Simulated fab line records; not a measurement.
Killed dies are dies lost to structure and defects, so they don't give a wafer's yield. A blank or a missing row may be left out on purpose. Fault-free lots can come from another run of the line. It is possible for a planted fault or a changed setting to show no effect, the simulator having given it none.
The tool behind it: which one? ; flow n5Finfet ; 11 lots with 33 wafers sampled at 3 steps, on a route of 1938 steps

## WHAT THE GAUGES SHOWED, per wafer
N5_BEOL_M10_RS_MEAS_57: uses a four-point probe to measure. Usual: M10_RS 0.1502 ohm/sq, standard deviation 0.0028.
lot;measured;on;M10_RS (ohm/sq);flag
L371;day 10 06:04;filmMetro-02;0.1466 0.1542 0.1472;
L373;day 11 00:46;filmMetro-01;0.1493 0.1540 0.1511;
L376;day 11 20:38;filmMetro-02;0.1530 0.1538 0.1506;
L377;day 12 09:44;filmMetro-01;0.1527 0.1470 0.1531;
L378;day 12 11:35;filmMetro-01;0.1481 0.1477 0.1464;
L379;day 12 16:20;filmMetro-01;0.1490 0.1509 0.1507;
L383;day 13 07:45;filmMetro-01;0.1451 0.1535 0.1530;
L385;day 13 19:40;filmMetro-02;0.1467 0.1535 0.1481;
L387;day 14 05:53;filmMetro-01;0.1526 0.1500 0.1521;
L392;day 15 16:49;filmMetro-01;0.1550 0.1501 0.1536;
L391;day 15 17:57;filmMetro-02;0.1477 0.1472 0.1520;

N5_BEOL_M11_OVL_MEAS_12. Usual: M11_OVL 0.6 nm, standard deviation 0.94.
lot;measured;on;M11_OVL (nm);flag
L371;day 10 07:13;overlay-02;0.0 1.2 0.7;
L373;day 11 02:44;overlay-02;0.3 -0.3 -0.6;
L376;day 11 23:40;overlay-01;-0.6 -0.2 0.3;
L377;day 12 11:38;overlay-01;1.6 3.0 1.8;
L378;day 12 14:23;overlay-01;-0.7 0.1 -0.2;
L379;day 12 17:50;overlay-01;1.5 1.4 2.4;
L383;day 13 09:02;overlay-01;0.7 0.4 0.3;
L385;day 14 00:20;overlay-01;-0.1 0.5 0.5;
L387;day 14 07:26;overlay-01;0.2 -0.7 0.8;
L392;day 15 18:41;overlay-02;0.1 -0.1 0.2;
L391;day 15 20:10;overlay-01;3.2 1.6 1.0;

## WHAT TOOL EACH LOT RAN ON (gives the tool, then ch and the chambers of the sampled wafers, and finally the start)
lot;N5_BEOL_M10_ANNEAL_51
L371;rtpAnneal-02 ch 0, day 10 05:19
L373;rtpAnneal-02 ch 0, day 11 00:07
L376;rtpAnneal-02 ch 0, day 11 19:54
L377;rtpAnneal-02 ch 0, day 12 09:08
L378;rtpAnneal-02 ch 0, day 12 10:54
L379;rtpAnneal-01 ch 0, day 12 15:37
L383;rtpAnneal-01 ch 0, day 13 07:04
L385;rtpAnneal-02 ch 0, day 13 19:02
L387;rtpAnneal-02 ch 0, day 14 05:13
L392;rtpAnneal-02 ch 0, day 15 15:53
L391;rtpAnneal-01 ch 0, day 15 17:13
- N5_BEOL_M10_ANNEAL_51: time 90 s.

## WHAT THE TOOLS THEMSELVES READ (means of the sampled wafers that have a number; where no wafer has one, the mark that the record gives instead)
N5_BEOL_M10_ANNEAL_51. Usual: wafer_temp_C_max at 226.4, with a standard deviation of 0.78.
lot;tool;wafer_temp_C_max;flag
L371;rtpAnneal-02;227.3;
L373;rtpAnneal-02;226.6;
L376;rtpAnneal-02;226.8;
L377;rtpAnneal-02;227.1;
L378;rtpAnneal-02;226.9;
L379;rtpAnneal-01;225.7;
L383;rtpAnneal-01;225.8;
L385;rtpAnneal-02;227.3;
L387;rtpAnneal-02;227.1;
L392;rtpAnneal-02;227.1;
L391;rtpAnneal-01;225.7;

## THE ANSWER, worked out from the rows above alone
Rule: a lot counts as off when the mean over its wafers that have a number is more than 3 standard deviations away from the usual mean. A lot without any number at a reading at which 4 lots or more have one is off too. Where the step has rows for the other lots, those lots are counted as sound. Order of review: gauges by route order, followed by the tools' own readings, for which a lot's mean as printed above is used. At the first step where some lot is off, the reading lying furthest off is the one used; lots without a number count as furthest.
None of the lots is off at any reading shown; this tells nothing.

## WHAT THE SIMULATOR HAD INSERTED
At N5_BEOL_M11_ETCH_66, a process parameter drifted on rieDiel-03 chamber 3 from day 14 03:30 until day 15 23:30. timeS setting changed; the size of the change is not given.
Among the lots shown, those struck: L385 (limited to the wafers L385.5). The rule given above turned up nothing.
